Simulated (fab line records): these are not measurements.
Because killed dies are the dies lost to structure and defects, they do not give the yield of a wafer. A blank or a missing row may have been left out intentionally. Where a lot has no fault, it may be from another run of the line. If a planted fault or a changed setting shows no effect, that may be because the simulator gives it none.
Chamber matching :: flow nandHarc :: 4 sister chambers for NHARC_A_STAIRCASE_ETCH_444 on rieDiel-11
The step etches the open film in C4F8/O2, target depth 20400 nm, time 6800 s. 4 wafers are shown with their chamber, then 7 later ones without.

## WAFERS PAIRED WITH THEIR CHAMBERS
wafer: L084.4
chamber: 0
rfVppV (V): 813

wafer: L084.6
chamber: 1
rfVppV (V): 809

wafer: L085.2
chamber: 3
rfVppV (V): 809

wafer: L085.3
chamber: 2
rfVppV (V): 801

## WAFERS WITH NO CHAMBER GIVEN
wafer: L085.5
rfVppV (V): 809

wafer: L091.3
rfVppV (V): 809

wafer: L091.4
rfVppV (V): 812

wafer: L091.5
rfVppV (V): 813

wafer: L092.4
rfVppV (V): 801

wafer: L092.3
rfVppV (V): 809

wafer: L092.5
rfVppV (V): 808

## WHICH CHAMBER EACH WENT THROUGH
wafer: L085.5
from the rows above: can't be placed: 1 or 3
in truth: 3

wafer: L091.3
from the rows above: can't be placed: 1 or 3
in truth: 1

wafer: L091.4
from the rows above: 0
in truth: 0

wafer: L091.5
from the rows above: 0
in truth: 0

wafer: L092.4
from the rows above: 2
in truth: 2

wafer: L092.3
from the rows above: can't be placed: 1 or 3
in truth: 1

wafer: L092.5
from the rows above: can't be placed: 1 or 3
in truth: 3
Correctly placed: 3 of 7. Unplaceable from these rows: 4, with the true chamber sitting among the candidates in 4. Wrongly placed: 0.
How it was worked out, from the rows above alone: a wafer's distance from a chamber is the root of the sum, over the readings, of the square of ((its reading less the chamber's mean) divided by the reading's scatter). If the next closest chamber is less than 2 further off than the closest, the wafer can't be placed; otherwise it belongs to the closest. The mean given for a chamber averages the wafers shown for that chamber. The scatter: with one shown wafer a chamber, the root of the mean of the squares of how far each hidden wafer lies from its nearest shown one.
